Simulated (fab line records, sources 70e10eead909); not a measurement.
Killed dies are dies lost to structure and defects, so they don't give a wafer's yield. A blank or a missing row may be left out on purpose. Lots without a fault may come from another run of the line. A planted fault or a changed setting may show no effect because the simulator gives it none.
Chamber matching | flow nand_harc | NHARC_P_GATE_ETCH_32 on rie_si-06: 4 sister chambers
The step etches the open film in HBr/Cl2, target depth 150 nm, time 100.1 s. 20 wafers are shown with their chamber, then 10 later ones without.

WAFERS WITH THEIR CHAMBER
wafer  | chamber | drypump_motor_current_A (A) | oes_product_au (a.u.) | throttle_valve_pct (%)
L075.1 | 3       | 6.1                         | 1.022                 | 26.400
L075.4 | 2       | 5.3                         | 0.998                 | 26.404
L075.6 | 2       | 5.3                         | 0.992                 | 26.408
L082.1 | 1       | 5.7                         | 0.991                 | 26.414
L082.4 | 2       | 5.3                         | 0.983                 | 26.395
L082.5 | 0       | 6.1                         | 0.994                 | 26.412
L085.1 | 1       | 5.7                         | 0.994                 | 26.413
L085.4 | 3       | 6.1                         | 1.023                 | 26.392
L085.6 | 0       | 6.1                         | 1.010                 | 26.415
L089.1 | 0       | 6.1                         | 1.010                 | 26.411
L089.4 | 2       | 5.3                         | 0.991                 | 26.411
L089.5 | 2       | 5.3                         | 0.978                 | 26.399
L090.2 | 3       | 6.1                         | 1.004                 | 26.399
L090.4 | 2       | 5.3                         | 0.996                 | 26.406
L090.5 | 0       | 6.0                         | 1.013                 | 26.391
L091.2 | 0       | 6.0                         | 0.997                 | 26.403
L091.4 | 1       | 5.7                         | 0.990                 | 26.420
L091.5 | 2       | 5.3                         | 0.990                 | 26.404
L094.2 | 1       | 5.7                         | 0.983                 | 26.407
L094.3 | 2       | 5.3                         | 0.973                 | 26.399

SIGNATURES (means of the wafers above)
reading                 | chamber 0 | chamber 1 | chamber 2 | chamber 3 | scatter within a chamber
drypump_motor_current_A | 6.060     | 5.700     | 5.300     | 6.100     | 0.0274
oes_product_au          | 1.00480   | 0.98950   | 0.98762   | 1.01633   | 0.00842
throttle_valve_pct      | 26.40640  | 26.41350  | 26.40325  | 26.39700  | 0.00658
Rule: a wafer's distance from a chamber is the root of the sum, over the readings, of the square of ((its reading less the chamber's mean) divided by the reading's scatter). The wafer belongs to the nearest chamber; if the next one is less than 2 further off, it can't be placed. The scatter: the root of (the sum of the squares of (reading less its chamber's mean) over the shown wafers, divided by (wafers less chambers)).

WAFERS WITHOUT THEIR CHAMBER
wafer  | drypump_motor_current_A (A) | oes_product_au (a.u.) | throttle_valve_pct (%)
L094.4 | 6.1                         | 1.002                 | 26.414
L095.1 | 5.7                         | 0.989                 | 26.404
L095.2 | 6.0                         | 0.984                 | 26.394
L095.5 | 5.7                         | 0.982                 | 26.390
L096.1 | 6.1                         | 0.993                 | 26.416
L096.2 | 5.7                         | 0.993                 | 26.394
L096.3 | 5.3                         | 0.970                 | 26.405
L097.3 | 5.7                         | 0.981                 | 26.426
L097.5 | 5.7                         | 0.989                 | 26.412
L097.6 | 5.3                         | 0.975                 | 26.409

WHICH CHAMBER EACH WENT THROUGH
wafer  | from the rows above     | in truth
L094.4 | can't be placed: 0 or 3 | 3
L095.1 | 1                       | 1
L095.2 | can't be placed: 0 or 3 | 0
L095.5 | 1                       | 1
L096.1 | can't be placed: 0 or 3 | 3
L096.2 | 1                       | 1
L096.3 | 2                       | 2
L097.3 | 1                       | 1
L097.5 | 1                       | 1
L097.6 | 2                       | 2
Placed correctly: 7 of 10. Can't be placed from these rows: 3 (the true chamber is among the candidates in 3). Placed wrongly: 0.
